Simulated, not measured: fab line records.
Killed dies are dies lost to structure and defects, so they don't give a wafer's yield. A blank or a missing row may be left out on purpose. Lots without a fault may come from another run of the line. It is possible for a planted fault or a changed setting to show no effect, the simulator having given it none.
fab line records	flow nand_harc	part 1 of 2: steps 1 to 23 of 33
record lots=5	wafers=15	last_day=24
route steps=1159 shown A_STAIRCASE@676
lots with no fault: from the same line, run without faults
start_h: hours from the record's opening day to when the first of the lot's shown wafers began	wait_h: how many hours have passed since the lot's step before this one	" same as the row above	L1.1+2: several wafers, shown together as one row	- either no value or no given start	* or withheld: withheld	< > ~ a bound
route shown NAME@n: NAME is a module with steps in the file, n the number in the route of the first one	usual: mean/standard deviation taken from wafers without a fault	same: alike in all rows	chamber/n: place in a boat	sites: each site's reading	_std_site: the standard deviation of these	_edge_site: inner sites' mean taken away from outer sites' mean	radius_mm: how far each site lies from the wafer's centre	mask NAME#n: copy n	behind: tool/chamber where the wafer was last shaped	hold: the reason the lot was held/the length of the hold in hours/how it ended	device: the n, p or np transistor that did not switch	end of line: the tests these same wafers got at the end of their route	a step without rows: its recipe alone	killed: dies that structure and defects cost at the first sort, which is not the same as the wafer's yield	map: dies across one wafer; x = killed, . = not, _ = none there
set.NAME: the run value of the setting; set.NAME@STEP: its run value at that earlier step	model.NAME: the simulator's own value behind a step, which no gauge read
lots at some steps of the route; a table a step, a row a wafer
services: when a tool's chamber went out of use (start_h, in hours from the record's first day, below 0 if earlier), for how many hours, and the reason
## steps
# step NHARC_A_STAIRCASE_DEP_301
# recipe target_thk_a=300	target_thk_nm=30	temp_c=400	pressure_torr=3.5	flow_sccm=200	rf_w=350	material=SiON
# usual heater_power_w=730/79	showerhead_vpp_V=1166/55	susceptor_temp_C=400.00/0.24
lot.wafer	tool	chamber	start_h	wait_h	heater_power_w	showerhead_vpp_V	susceptor_temp_C
L075.1	pecvd-01	1	267.07	1.6	647	1118	399.91
L075.2	"	2	"	"	765	1197	399.93
L075.5	"	0	"	"	775	1251	399.77
L078.1	pecvd-01	1	279.96	1.5	657	1119	400.08
L078.2	"	2	"	"	864	1214	400.16
L078.6	"	2	"	"	870	1219	400.13
L079.3	pecvd-04	2	297.34	1.0	743	1125	400.03
L079.2	"	0	"	"	545	1260	400.03
L079.4	"	2	"	"	730	1123	400.07
L093.3	pecvd-03	0	370.19	1.0	765	1104	399.94
L093.5	"	0	"	"	780	1096	400.15
L093.4	"	2	"	"	704	1191	400.40
L095.3	pecvd-03	1	378.35	1.0	787	1112	400.23
L095.2	"	0	"	"	799	1106	400.00
L095.6	"	2	"	"	660	1166	400.03
# step NHARC_A_STAIRCASE_DEHYDRATE_302
# recipe temp_c=150	time_s=120
# usual plate_temp_C=149.98/0.15
lot.wafer	tool	chamber	start_h	wait_h	plate_temp_C
L075.1	litho_track-02	0	267.34	0.2	150.16
L075.2	"	0	"	"	150.09
L075.5	"	0	"	"	150.17
L078.1	litho_track-02	0	280.23	0.2	150.02
L078.2	"	0	"	"	149.96
L078.6	"	0	"	"	150.08
L079.2	litho_track-05	0	297.58	0.2	149.96
L079.3	"	0	"	"	150.12
L079.4	"	0	"	"	149.98
L093.3	litho_track-02	0	370.46	0.2	149.95
L093.4	"	0	"	"	150.04
L093.5	"	0	"	"	150.11
L095.2	litho_track-07	0	378.62	0.2	150.28
L095.3	"	0	"	"	150.15
L095.6	"	0	"	"	150.10
# step NHARC_A_STAIRCASE_HMDS_303
# recipe time_s=30
lot.wafer	tool	chamber	start_h	wait_h
L075.1+2+5	litho_track-02	0	-	-
L078.1+2+6	litho_track-02	0	-	-
L079.2+3+4	litho_track-05	0	-	-
L093.3+4+5	litho_track-02	0	-	-
L095.2+3+6	litho_track-07	0	-	-
# step NHARC_A_STAIRCASE_COAT_304
# recipe spin_rpm=1200
lot.wafer	tool	chamber	start_h	wait_h
L075.1+2+5	litho_track-02	0	-	-
L078.1+2+6	litho_track-02	0	-	-
L079.2+3+4	litho_track-05	0	-	-
L093.3+4+5	litho_track-02	0	-	-
L095.2+3+6	litho_track-07	0	-	-
# step NHARC_A_STAIRCASE_SOFTBAKE_305
# recipe temp_c=135	time_s=170
# usual plate_temp_C=134.97/0.13
lot.wafer	tool	chamber	start_h	wait_h	plate_temp_C
L075.1	litho_track-02	0	-	-	134.97
L075.2	"	0	"	"	134.98
L075.5	"	0	"	"	134.87
L078.1	litho_track-02	0	-	-	135.14
L078.2	"	0	"	"	135.00
L078.6	"	0	"	"	135.22
L079.2	litho_track-05	0	-	-	135.01
L079.3	"	0	"	"	134.81
L079.4	"	0	"	"	135.04
L093.3	litho_track-02	0	-	-	134.89
L093.4	"	0	"	"	134.76
L093.5	"	0	"	"	134.84
L095.2	litho_track-07	0	-	-	134.97
L095.3	"	0	"	"	134.78
L095.6	"	0	"	"	135.01
# step NHARC_A_STAIRCASE_EBR_306
lot.wafer	tool	chamber	start_h	wait_h
L075.1+2+5	litho_track-02	0	-	-
L078.1+2+6	litho_track-02	0	-	-
L079.2+3+4	litho_track-05	0	-	-
L093.3+4+5	litho_track-02	0	-	-
L095.2+3+6	litho_track-07	0	-	-
# step NHARC_A_STAIRCASE_EXPOSE_307
# recipe na=0.5	dose_mj=45.72	mask_id=CHOP_50
lot.wafer	tool	chamber	start_h	wait_h	mask
L075.1+2+5	krf_scanner-04	0	267.55	-	CHOP_50#0
L078.1+2+6	krf_scanner-02	0	280.44	-	CHOP_50#0
L079.2+3+4	krf_scanner-01	0	297.80	-	CHOP_50#0
L093.3+4+5	krf_scanner-04	0	370.80	-	CHOP_50#0
L095.2+3+6	krf_scanner-04	0	378.96	-	CHOP_50#0
# step NHARC_A_STAIRCASE_PEB_308
# recipe peb_temp_c=115	peb_time_s=130
# usual plate_temp_C=115.03/0.15
lot.wafer	tool	chamber	start_h	wait_h	plate_temp_C
L075.1	litho_track-07	0	267.61	0.1	115.30
L075.2	"	0	"	"	114.93
L075.5	"	0	"	"	114.86
L078.1	litho_track-07	0	280.51	0.1	115.03
L078.2	"	0	"	"	114.76
L078.6	"	0	"	"	114.88
L079.2	litho_track-05	0	297.85	0.1	114.83
L079.3	"	0	"	"	115.03
L079.4	"	0	"	"	114.96
L093.3	litho_track-02	0	370.86	0.1	115.08
L093.4	"	0	"	"	114.97
L093.5	"	0	"	"	114.98
L095.2	litho_track-07	0	379.02	0.1	115.17
L095.3	"	0	"	"	115.09
L095.6	"	0	"	"	114.89
# step NHARC_A_STAIRCASE_DEVELOP_309
# recipe time_s=140
lot.wafer	tool	chamber	start_h	wait_h
L075.1+2+5	litho_track-07	0	-	-
L078.1+2+6	litho_track-07	0	-	-
L079.2+3+4	litho_track-05	0	-	-
L093.3+4+5	litho_track-02	0	-	-
L095.2+3+6	litho_track-07	0	-	-
# step NHARC_A_STAIRCASE_HARDBAKE_311
# recipe temp_c=120	time_s=140
lot.wafer	tool	chamber	start_h	wait_h
L075.1+2+5	litho_track-05	0	267.83	-
L078.1+2+6	litho_track-05	0	280.74	-
L079.2+3+4	litho_track-05	0	298.08	-
L093.3+4+5	litho_track-07	0	371.09	-
L095.2+3+6	litho_track-02	0	379.24	-
# step NHARC_A_STAIRCASE_DESCUM_312
# recipe time_s=3	o2_flow_sccm=200	ar_flow_sccm=0	bias_power_w=0	chemistry=O2
# usual drypump_motor_current_A=5.7/0.38	oes_product_au=1.001/0.008	rf_vpp_V=57.7/0.84	showerhead_plenum_p_Torr=1.91/0.09	throttle_valve_pct=11.312/0.0085
lot.wafer	tool	chamber	start_h	wait_h	drypump_motor_current_A	oes_product_au	rf_hours_counter_h	rf_vpp_V	showerhead_plenum_p_Torr	throttle_valve_pct
L075.2	rie_diel-08	0	267.92	-	6.0	1.013	42	58.0	1.99	11.307
L075.1	"	3	"	"	4.8	1.005	51	58.0	1.81	11.311
L075.5	"	1	"	"	5.8	0.999	-	58.0	1.91	11.323
L078.1	rie_diel-12	2	280.84	-	5.2	1.000	26	56.5	1.83	11.303
L078.2	"	1	"	"	6.0	1.001	27	58.2	1.89	11.321
L078.6	"	3	"	"	5.7	1.014	-	57.9	1.91	11.321
L079.3	rie_diel-06	2	298.16	-	5.8	0.986	16	57.6	2.01	11.302
L079.4	"	0	"	"	5.6	0.993	14	58.1	1.94	11.315
L079.2	"	1	"	"	6.4	0.985	17	57.6	1.79	11.328
L093.4	rie_diel-12	2	371.17	-	5.2	0.997	61	57.8	1.82	11.314
L093.3	"	0	"	"	6.1	0.997	57	59.0	2.00	11.312
L093.5	"	2	"	"	5.2	1.003	-	57.0	1.82	11.322
L095.2	rie_diel-12	3	379.34	-	5.7	1.005	63	57.4	1.90	11.313
L095.3	"	0	"	"	6.1	1.001	61	57.1	2.00	11.305
L095.6	"	3	"	"	5.7	1.007	-	59.2	1.90	11.314
# step NHARC_A_STAIRCASE_ETCH_313
# recipe cf4_flow_sccm=100	chf3_flow_sccm=30	ar_flow_sccm=0	rf_w=500	bias_w=200	chemistry=CF4/CHF3
# usual drypump_motor_current_A=5.7/0.4	oes_product_au=0.935/0.019	rf_vpp_V=370.5/2.4	showerhead_plenum_p_Torr=1.57/0.069	throttle_valve_pct=16.802/0.0087
lot.wafer	tool	chamber	start_h	wait_h	drypump_motor_current_A	oes_product_au	rf_hours_counter_h	rf_vpp_V	showerhead_plenum_p_Torr	throttle_valve_pct
L075.2	rie_diel-08	3	268.03	0.1	4.8	0.934	51	367.8	1.49	16.796
L075.1	"	0	"	"	6.0	0.927	42	370.9	1.63	16.794
L075.5	"	1	"	"	5.7	0.926	-	369.8	1.57	16.806
L078.2	rie_diel-12	2	281.15	0.3	5.2	0.940	26	367.9	1.51	16.787
L078.1	"	0	"	"	6.1	0.965	25	373.0	1.65	16.794
L078.6	"	3	"	"	5.7	0.960	-	370.0	1.57	16.808
L079.4	rie_diel-06	0	298.32	0.1	5.6	0.953	14	371.2	1.59	16.803
L079.2	"	1	"	"	6.3	0.946	17	368.9	1.47	16.804
L079.3	"	2	"	"	5.8	0.953	16	373.2	1.65	16.797
L093.4	rie_diel-12	1	371.26	0.1	6.0	0.927	60	369.4	1.55	16.803
L093.3	"	3	"	"	5.7	0.936	58	369.9	1.57	16.810
L093.5	"	2	"	"	5.1	0.918	-	367.9	1.50	16.806
L095.3	rie_diel-12	3	379.43	0.1	5.7	0.965	63	369.5	1.56	16.803
L095.2	"	0	"	"	6.1	0.984	61	371.6	1.64	16.810
L095.6	"	2	"	"	5.2	0.968	-	367.0	1.50	16.807
# step NHARC_A_STAIRCASE_HM_OPEN_463
# recipe o2_flow_sccm=400	cos_flow_sccm=20	ar_flow_sccm=0	rf_w=500	bias_w=300	chemistry=O2/COS
# usual drypump_motor_current_A=5.8/0.38	oes_product_au=1.001/0.0082	rf_vpp_V=467/3	showerhead_plenum_p_Torr=3.11/0.14	throttle_valve_pct=28.329/0.0093
lot.wafer	tool	chamber	start_h	wait_h	drypump_motor_current_A	oes_product_au	rf_hours_counter_h	rf_vpp_V	showerhead_plenum_p_Torr	throttle_valve_pct
L075.2	rie_diel-08	2	-	-	5.7	1.006	50	464	2.93	28.341
L075.1	"	3	"	"	4.9	0.993	51	466	2.96	28.326
L075.5	"	0	"	"	6.0	0.998	-	469	3.23	28.332
L078.1	rie_diel-12	3	-	-	5.7	1.005	24	468	3.12	28.324
L078.2	"	0	"	"	6.1	1.000	25	469	3.27	28.326
L078.6	"	3	"	"	5.7	1.015	-	468	3.12	28.316
L079.2	rie_diel-06	3	-	-	5.5	1.001	14	473	3.33	28.346
L079.3	"	0	"	"	5.6	1.009	15	469	3.16	28.335
L079.4	"	2	"	"	5.8	0.999	16	471	3.27	28.308
L093.4	rie_diel-12	0	-	-	6.1	1.006	57	470	3.26	28.343
L093.3	"	1	"	"	6.0	1.001	60	466	3.07	28.329
L093.5	"	3	"	"	5.7	1.020	-	467	3.11	28.334
L095.3	rie_diel-12	1	-	-	6.0	1.011	65	467	3.06	28.327
L095.2	"	2	"	"	5.2	0.995	67	464	2.97	28.344
L095.6	"	2	"	"	5.1	1.001	-	465	2.97	28.323
# step NHARC_A_STAIRCASE_STRIP_464
# recipe o2_flow_sccm=400	cos_flow_sccm=20	ar_flow_sccm=0	bias_w=0	chemistry=O2/COS
lot.wafer	tool	chamber	start_h	wait_h
L075.2+1+5	rie_diel-08	1,0,1	-	-
L078.1+2+6	rie_diel-12	1,3,1	-	-
L079.3+4+2	rie_diel-06	1,2,3	-	-
L093.4+3+5	rie_diel-12	1,2,0	-	-
L095.2+3+6	rie_diel-12	0,1,0	-	-
# step NHARC_A_STAIRCASE_ETCH_453
# recipe target_depth_a=300	overetch_a=30	time_s=16.5	ion_energy_ev=100	cf4_flow_sccm=80	o2_flow_sccm=20	ar_flow_sccm=0	rf_w=300	bias_w=100	chemistry=CF4/O2
# usual drypump_motor_current_A=5.7/0.38	oes_product_au=1.000/0.0077	rf_vpp_V=197.7/1.5	showerhead_plenum_p_Torr=1.33/0.062	throttle_valve_pct=13.397/0.0087
lot.wafer	tool	chamber	start_h	wait_h	drypump_motor_current_A	oes_product_au	rf_hours_counter_h	rf_vpp_V	showerhead_plenum_p_Torr	throttle_valve_pct
L075.1	rie_diel-08	1	-	-	5.8	1.010	50	197.0	1.33	13.410
L075.2	"	3	"	"	4.8	1.007	51	195.6	1.26	13.386
L075.5	"	2	"	"	5.7	1.008	-	195.5	1.25	13.411
L078.1	rie_diel-12	2	-	-	5.2	0.998	26	195.9	1.28	13.395
L078.2	"	1	"	"	6.0	1.008	28	197.7	1.32	13.402
L078.6	"	2	"	"	5.2	0.995	-	196.2	1.28	13.393
L079.2	rie_diel-06	3	-	-	5.5	1.000	14	199.8	1.43	13.409
L079.4	"	0	"	"	5.6	1.000	15	199.4	1.35	13.407
L079.3	"	2	"	"	5.8	0.991	16	199.1	1.40	13.395
L093.3	rie_diel-12	3	-	-	5.7	0.992	58	196.5	1.33	13.403
L093.4	"	1	"	"	6.0	1.007	60	199.2	1.31	13.400
L093.5	"	2	"	"	5.1	0.999	-	196.5	1.27	13.396
L095.3	rie_diel-06	1	379.87	-	6.4	0.996	47	196.9	1.24	13.387
L095.2	"	3	"	"	5.5	0.997	45	199.2	1.42	13.410
L095.6	"	2	"	"	5.8	0.999	-	201.4	1.39	13.386
# step NHARC_A_STAIRCASE_ETCH_315
# recipe target_depth_a=25000	time_s=607.1	ion_energy_ev=800	c4f8_flow_sccm=80	o2_flow_sccm=60	ar_flow_sccm=withheld	rf_w=600	bias_w=3000	chemistry=C4F8/O2/Ar
# usual oes_product_au=0.933/0.0072	rf_vpp_V=1826/11
lot.wafer	tool	chamber	start_h	wait_h	oes_product_au	rf_hours_counter_h	rf_vpp_V
L075.2	rie_diel-08	3	-	-	0.936	51	1814
L075.1	"	1	"	"	0.923	50	1827
L075.5	"	3	"	"	0.933	-	1815
L078.2	rie_diel-12	1	-	-	0.927	28	1824
L078.1	"	0	"	"	0.929	25	1840
L078.6	"	1	"	"	0.938	-	1825
L079.2	rie_diel-06	0	-	-	0.926	15	1831
L079.4	"	2	"	"	0.943	16	1840
L079.3	"	3	"	"	0.933	14	1844
L093.3	rie_diel-12	2	-	-	0.922	61	1814
L093.4	"	0	"	"	0.934	57	1837
L093.5	"	1	"	"	0.943	-	1821
L095.3	rie_diel-06	0	-	-	0.916	44	1829
L095.2	"	3	"	"	0.925	45	1843
L095.6	"	0	"	"	0.928	-	1830
# step NHARC_A_STAIRCASE_STRIP_316
# recipe o2_flow_sccm=500	ar_flow_sccm=0	bias_w=0	chemistry=O2
# usual drypump_motor_current_A=5.7/0.4	oes_product_au=1.001/0.0076	rf_vpp_V=57.7/0.92	showerhead_plenum_p_Torr=3.51/0.16	throttle_valve_pct=17.036/0.0091
lot.wafer	tool	chamber	start_h	wait_h	drypump_motor_current_A	oes_product_au	rf_hours_counter_h	rf_vpp_V	showerhead_plenum_p_Torr	throttle_valve_pct
L075.2	rie_diel-08	2	-	-	5.7	1.011	50	58.1	3.31	17.032
L075.1	"	0	"	"	6.0	1.002	43	58.2	3.65	17.033
L075.5	"	1	"	"	5.8	1.001	-	56.6	3.52	17.038
L078.2	rie_diel-12	3	-	-	5.8	1.001	24	57.9	3.53	17.032
L078.1	"	0	"	"	6.1	0.998	25	57.8	3.70	17.029
L078.6	"	2	"	"	5.1	0.996	-	56.6	3.38	17.026
L079.3	rie_diel-06	0	-	-	5.6	1.008	15	57.7	3.57	17.033
L079.2	"	1	"	"	6.4	1.002	17	55.7	3.31	17.034
L079.4	"	2	"	"	5.8	0.995	16	59.0	3.70	17.027
L093.4	rie_diel-12	2	-	-	5.2	0.984	61	58.3	3.36	17.043
L093.3	"	3	"	"	5.8	1.006	58	56.2	3.51	17.049
L093.5	"	3	"	"	5.8	0.997	-	57.7	3.51	17.037
L095.3	rie_diel-08	1	380.39	-	5.8	0.995	24	58.9	3.50	17.039
L095.2	"	3	"	"	4.8	0.995	24	57.6	3.33	17.025
L095.6	"	0	"	"	6.0	0.999	-	58.0	3.63	17.037
# step NHARC_A_STAIRCASE_STRIP_317
# recipe time_s=900	temp_c=130	chemistry=SPM
lot.wafer	tool	chamber	start_h	wait_h
L075.5+2+1	wet_bench-01	4,5,1	269.27	-
L078.1+6+2	wet_bench-06	1,3,4	282.47	-
L079.3+4+2	wet_bench-09	4,5,6	299.90	-
L093.5+4+3	wet_bench-09	2,3,4	372.52	-
L095.6+3+2	wet_bench-09	0,1,5	380.67	-
# step NHARC_A_STAIRCASE_PRECLEAN_318
# recipe time_s=*	temp_c=50	bath_age_min=0	chemistry=SC1
# usual diw_flow_mL_min=1415/4	sc1_h2o2_end_mol_l=0.3698/0.0007
lot.wafer	tool	chamber	start_h	wait_h	diw_flow_mL_min	sc1_h2o2_end_mol_l
L075.5	wet_bench-01	4	-	-	1414	0.3693
L075.2	"	5	"	"	1410	0.3701
L075.1	"	1	"	"	1421	0.3708
L078.1	wet_bench-06	1	-	-	1411	0.3706
L078.6	"	3	"	"	1415	0.3703
L078.2	"	4	"	"	1414	0.3693
L079.3	wet_bench-09	4	-	-	1419	0.3691
L079.4	"	5	"	"	1412	0.3692
L079.2	"	6	"	"	1419	0.3697
L093.5	wet_bench-09	2	-	-	1412	0.3698
L093.4	"	3	"	"	1410	0.3703
L093.3	"	4	"	"	1417	0.3702
L095.6	wet_bench-09	0	-	-	1418	0.3702
L095.3	"	1	"	"	1412	0.3689
L095.2	"	5	"	"	1414	0.3700
# step NHARC_A_STAIRCASE_SRD_329
lot.wafer	tool	chamber	start_h	wait_h
L075.5+2+1	wet_bench-01	4,5,1	-	-
L078.1+6+2	wet_bench-06	1,3,4	-	-
L079.3+4+2	wet_bench-09	4,5,6	-	-
L093.5+4+3	wet_bench-09	2,3,4	-	-
L095.6+3+2	wet_bench-09	0,1,5	-	-
# step NHARC_A_STAIRCASE_ALD_415
# recipe target_thk_a=300	pulse_time_s=6	ald_cycles=300	temp_c=300	material=SiO2
# usual heater_power_w=467/29	precursor_pulse_height_rel=0.998/0.018	susceptor_temp_C=299.99/0.17
lot.wafer	tool	chamber	start_h	wait_h	heater_power_w	precursor_pulse_height_rel	susceptor_temp_C
L075.1	ald_hk-02	2	270.01	0.3	478	1.008	299.87
L075.2	"	3	"	"	485	1.011	300.15
L075.5	"	1	"	"	422	0.990	299.92
L078.2	ald_hk-04	1	283.66	0.8	454	0.978	299.72
L078.1	"	0	"	"	475	1.015	300.11
L078.6	"	2	"	"	470	0.984	299.88
L079.3	ald_hk-04	3	300.65	0.3	478	0.996	299.94
L079.4	"	0	"	"	465	0.986	300.20
L079.2	"	1	"	"	449	1.026	300.09
L093.4	ald_hk-02	2	373.84	0.9	464	1.005	300.25
L093.3	"	3	"	"	462	1.027	300.21
L093.5	"	1	"	"	406	0.995	300.28
L095.2	ald_hk-02	0	381.19	0.1	493	0.988	299.99
L095.3	"	3	"	"	474	0.968	300.08
L095.6	"	1	"	"	413	0.975	300.09
# step NHARC_A_STAIRCASE_ETCHBACK_416
# recipe target_depth_a=360	time_s=7.2	c4f8_flow_sccm=withheld	o2_flow_sccm=8	ar_flow_sccm=withheld	rf_w=600	bias_w=800	chemistry=C4F8/O2/Ar
# usual oes_product_au=0.94/0.033	rf_vpp_V=723/5
lot.wafer	tool	chamber	start_h	wait_h	oes_product_au	rf_hours_counter_h	rf_vpp_V
L075.2	rie_diel-06	1	-	-	1.00	8	718
L075.1	"	2	"	"	0.99	7	727
L075.5	"	2	"	"	0.99	-	728
L078.1	rie_diel-06	2	-	-	0.92	11	728
L078.2	"	0	"	"	0.92	12	725
L078.6	"	1	"	"	0.93	-	717
L079.3	rie_diel-06	3	-	-	0.92	16	730
L079.4	"	0	"	"	0.93	17	724
L079.2	"	1	"	"	0.91	19	716
L093.4	rie_diel-08	2	-	-	0.93	23	717
L093.3	"	1	"	"	0.92	23	722
L093.5	"	2	"	"	0.92	-	717
L095.3	rie_diel-06	0	-	-	0.99	45	725
L095.2	"	1	"	"	0.98	48	716
L095.6	"	0	"	"	0.99	-	724
# step NHARC_A_STAIRCASE_STRIP_476
# recipe time_s=20	o2_flow_sccm=500	ar_flow_sccm=0	bias_w=0	chemistry=O2
# usual drypump_motor_current_A=5.8/0.4	oes_product_au=0.999/0.0076	rf_vpp_V=57.8/0.84	showerhead_plenum_p_Torr=3.53/0.17	throttle_valve_pct=17.036/0.0092
lot.wafer	tool	chamber	start_h	wait_h	drypump_motor_current_A	oes_product_au	rf_hours_counter_h	rf_vpp_V	showerhead_plenum_p_Torr	throttle_valve_pct
L075.2	rie_diel-06	1	271.94	0.1	6.3	0.998	8	56.8	3.31	17.049
L075.1	"	3	"	"	5.5	0.993	7	57.1	3.77	17.036
L075.5	"	1	"	"	6.4	0.989	-	58.0	3.31	17.044
L078.2	rie_diel-06	3	285.84	0.1	5.5	1.016	11	58.4	3.77	17.046
L078.1	"	1	"	"	6.4	0.988	12	56.9	3.31	17.018
L078.6	"	2	"	"	5.8	0.997	-	59.3	3.70	17.053
L079.2	rie_diel-06	1	302.69	0.1	6.4	0.992	20	57.4	3.31	17.036
L079.3	"	2	"	"	5.8	1.001	18	58.0	3.70	17.045
L079.4	"	3	"	"	5.5	1.008	16	59.1	3.76	17.045
L093.4	rie_diel-08	3	375.84	0.1	4.9	0.999	23	58.3	3.33	17.032
L093.3	"	1	"	"	5.8	1.005	23	58.1	3.50	17.035
L093.5	"	2	"	"	5.7	1.010	-	57.1	3.30	17.034
L095.2	rie_diel-06	1	383.41	0.1	6.4	0.997	48	56.9	3.29	17.034
L095.3	"	2	"	"	5.8	0.994	49	57.7	3.68	17.041
L095.6	"	1	"	"	6.3	0.993	-	57.2	3.29	17.042
